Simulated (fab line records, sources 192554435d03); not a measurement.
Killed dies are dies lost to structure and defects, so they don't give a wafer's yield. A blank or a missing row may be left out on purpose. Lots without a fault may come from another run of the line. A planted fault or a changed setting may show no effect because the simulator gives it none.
Which tool did it? | flow n5_finfet | 9 lots, 27 wafers sampled, at 5 steps of a route of 1938

WHAT THE GAUGES READ, wafer by wafer
N5_BEOL_M4_RC_MEAS_101.
lot  | measured     | on        | DIBL_N (mV/V)
L802 | day 9 22:37  | prober-02 | 40.6 39.2 41.7
L803 | day 10 05:05 | prober-01 | 34.8 37.0 38.5
L804 | day 10 07:43 | prober-02 | 37.7 36.1 38.0
L812 | day 12 00:05 | prober-01 | 36.6 35.1 34.9
L814 | day 12 21:11 | prober-01 | 35.9 37.4 35.4
L817 | day 13 15:59 | prober-02 | 38.0 36.2 38.5
L818 | day 14 00:02 | prober-02 | 33.6 32.7 34.6
L820 | day 13 23:31 | prober-01 | 37.5 35.8 38.0
L819 | day 14 01:47 | prober-01 | 34.4 33.3 32.8

WHICH TOOL RAN EACH LOT (tool, then ch and the chambers of the sampled wafers, then the start)
lot  | N5_MOL_CONTACT_COAG_ETCH_59        | N5_MOL_CONTACT_COAG_ANNEAL_113   | N5_MOL_CONTACT_COAG_ALD_123       | N5_MOL_CONTACT_COAG_ETCH_89
L802 | rie_diel-03 ch 1,2,3, day 6 09:09  | rtp_anneal-02 ch 0, day 6 12:37  | ald_sin-02 ch 0,2, day 6 16:14    | rie_diel-06 ch 0,1,3, day 6 17:14
L803 | rie_diel-03 ch 2,3, day 6 11:16    | rtp_anneal-02 ch 0, day 6 14:13  | ald_sin-02 ch 2,3, day 6 19:47    | rie_diel-03 ch 1,2, day 6 21:03
L804 | rie_diel-06 ch 1,3, day 6 16:34    | rtp_anneal-01 ch 0, day 6 20:28  | ald_sin-02 ch 0,3, day 7 00:38    | rie_diel-03 ch 1,3, day 7 01:45
L812 | rie_diel-03 ch 1,2,3, day 8 16:19  | rtp_anneal-02 ch 0, day 8 21:28  | ald_sin-01 ch 0,2,3, day 9 02:56  | rie_diel-03 ch 0,1, day 9 04:04
L814 | rie_diel-03 ch 1,2,3, day 9 05:04  | rtp_anneal-02 ch 0, day 9 08:40  | ald_sin-01 ch 0,1,3, day 9 13:52  | rie_diel-03 ch 0,2,3, day 9 15:17
L817 | rie_diel-03 ch 0,3, day 9 20:56    | rtp_anneal-02 ch 0, day 10 01:01 | ald_sin-03 ch 2,3, day 10 06:49   | rie_diel-03 ch 0,1, day 10 07:56
L818 | rie_diel-06 ch 0,1,2, day 10 08:20 | rtp_anneal-01 ch 0, day 10 14:09 | ald_sin-02 ch 1,2,3, day 10 20:16 | rie_diel-06 ch 0,1, day 10 21:24
L820 | rie_diel-02 ch 0,1,2, day 10 17:44 | rtp_anneal-01 ch 0, day 10 21:49 | ald_sin-01 ch 0,2,3, day 11 03:06 | rie_diel-03 ch 0,1,3, day 11 04:13
L819 | rie_diel-03 ch 0,1,3, day 10 21:16 | rtp_anneal-01 ch 0, day 11 00:59 | ald_sin-03 ch 2,3, day 11 07:33   | rie_diel-06 ch 0,1,2, day 11 09:02
- N5_MOL_CONTACT_COAG_ETCH_59: etches underlayer in N2/H2, target depth 13 nm, time 10.4 s.
- N5_MOL_CONTACT_COAG_ANNEAL_113: time 300 s.
- N5_MOL_CONTACT_COAG_ALD_123: deposits SiNx, target thk 5 nm, pulse time 1 s, purge time 2 s.
- N5_MOL_CONTACT_COAG_ETCH_89: etches underlayer in N2/H2, target depth 13 nm, time 10.4 s.

THE ANSWER, worked out from the rows above alone
Rule: what is usual is taken from the lots themselves. Put in order of their means at a reading, lots are off if they are a third of the lots or fewer, leave a main group of 4 or more, and stand apart from it by a gap of 3 or more times the standard deviation of the main group's means; of several such gaps the widest counts. A main group whose means are all the same, to the digits that the tables above print for the reading, isn't used. A lot without any number at a reading at which 4 lots or more have one is off too. The other lots that the step has rows for count as sound.
No lot is off at any reading shown: from this, nothing can be told.

WHAT THE SIMULATOR HAD PUT IN
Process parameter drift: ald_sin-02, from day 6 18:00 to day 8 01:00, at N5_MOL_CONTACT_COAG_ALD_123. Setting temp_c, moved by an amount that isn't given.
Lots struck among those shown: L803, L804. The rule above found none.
